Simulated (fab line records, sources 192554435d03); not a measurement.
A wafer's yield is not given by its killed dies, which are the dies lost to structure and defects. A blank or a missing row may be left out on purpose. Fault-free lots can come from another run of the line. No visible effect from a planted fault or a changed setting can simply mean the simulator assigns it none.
Split-lot experiment    flow n5 finfet    7 lots, 21 wafers read, on a route of 1938 steps

THE SPLIT ITSELF
At N5_BEOL_M6_COAT_05 (resist thk 90 nm), the setting spin rpm was moved away from the recipe's 1500 rpm on 2 of the 21 wafers read, by +4.3% to +8.9%. The other wafers ran this setting at the recipe's value.

FROM THE SPLIT TO THE READING: what the file shows between them, 5 steps
- N5_BEOL_M6_EBR_07
- N5_BEOL_M6_SOFTBAKE_06: time 60 s
- N5_BEOL_M6_EXPOSE_08: exposes mask M6
- N5_BEOL_M6_PEB_09: peb time 60 s
- N5_BEOL_M6_DEVELOP_10: develop time 30 s

THE READING
CAR-ArF_of_BEOL_M6_COAT_05.thk nm (the simulator's own value, which no gauge read), in nm, at N5_BEOL_M6_DESCUM_16 (chemistry O2, time 7.9 s). The file does not state a usual value for it. Average 83.5 nm, standard deviation 0.17 nm, over the 19 wafers here run with the recipe.

wafer   tool, chamber at the split  spin rpm as run, rpm  against the recipe  CAR-ArF_of_BEOL_M6_COAT_05.thk nm, nm  against lot-mates on the recipe
L075.2  litho track-05, 0           1634                  +8.9%               79.8                                   -3.7
L075.3  litho track-05, 0           1500                  recipe              83.6                                   -
L075.4  litho track-05, 0           1500                  recipe              83.4                                   -
L078.1  litho track-01, 0           1500                  recipe              83.6                                   -
L078.3  litho track-01, 0           1500                  recipe              83.6                                   -
L078.6  litho track-01, 0           1500                  recipe              83.8                                   -
L077.1  litho track-01, 0           1500                  recipe              83.4                                   -
L077.4  litho track-01, 0           1500                  recipe              83.4                                   -
L077.3  litho track-01, 0           1500                  recipe              84                                     -
L084.2  litho track-01, 0           1564                  +4.3%               81.8                                   -1.7
L084.4  litho track-01, 0           1500                  recipe              83.4                                   -
L084.6  litho track-01, 0           1500                  recipe              83.6                                   -
L087.1  litho track-05, 0           1500                  recipe              83.4                                   -
L087.5  litho track-05, 0           1500                  recipe              83.4                                   -
L087.6  litho track-05, 0           1500                  recipe              83.4                                   -
L088.2  litho track-02, 0           1500                  recipe              83.8                                   -
L088.3  litho track-02, 0           1500                  recipe              83.6                                   -
L088.6  litho track-02, 0           1500                  recipe              83.4                                   -
L091.1  litho track-02, 0           1500                  recipe              83.4                                   -
L091.4  litho track-02, 0           1500                  recipe              83.6                                   -
L091.6  litho track-02, 0           1500                  recipe              83.6                                   -

FIT RESULTS
A straight line over all 21 wafers: CAR-ArF_of_BEOL_M6_COAT_05.thk nm changes by -0.418 nm for each +1% of spin rpm; r = -0.98; the points scatter about the line by 0.17 nm.
The same after taking each lot's own level away (the mean of its wafers on the recipe; 21 wafers): -0.411 nm for each +1%; r = -0.99; scatter 0.15 nm.
According to that fit, moving spin rpm by its largest amount changes the reading by 3.7 nm.
From 83.40 to 83.67 nm: that is the span of the lots' own levels, equal to 1.6 times the standard deviation above.
So the lot-to-lot level changes the slope little: the two slopes agree.
Check: for one of the wafers moved furthest among these (+8.9%), held out of the fit, the line's prediction against its lot-mates is -3.56 nm. It came out at -3.7 nm against them.

OTHER SPLITS ON THESE WAFERS
Other splits were also applied to these wafers ahead of the reading. Each is held against what the fit with the lots' levels taken away leaves over:
other split on the same wafers  wafers away from the commonest value  r with CAR-ArF_of_BEOL_M6_COAT_05.thk nm (lot level and that fit taken away)
N5_BEOL_M5_COAT_74 spin rpm     7                                     -0.10
N5_BEOL_M6_ILD_DEP_00 time s    5                                     -0.20

THE WHOLE CHAIN: every reading that the file lists as answering this split, in the file's order
step                   what it does              reading                                                                             change (the file's fit)                r (the file's)
N5_BEOL_M6_COAT_05     resist thk 90 nm          CAR-ArF_of_BEOL_M6_COAT_05.thk nm (the simulator's own value, which no gauge read)  -0.402 nm for each +1% of the setting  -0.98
N5_BEOL_M6_DEVELOP_10  develop time 30 s         CAR-ArF_of_BEOL_M6_COAT_05.thk nm (the simulator's own value, which no gauge read)  -0.416 nm for each +1% of the setting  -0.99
N5_BEOL_M6_DESCUM_16   chemistry O2, time 7.9 s  CAR-ArF_of_BEOL_M6_COAT_05.thk nm (the simulator's own value, which no gauge read)  -0.411 nm for each +1% of the setting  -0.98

FILE'S OWN FIT
CAR-ArF_of_BEOL_M6_COAT_05.thk nm changes by -0.411 nm for each +1% of spin rpm, r = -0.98.
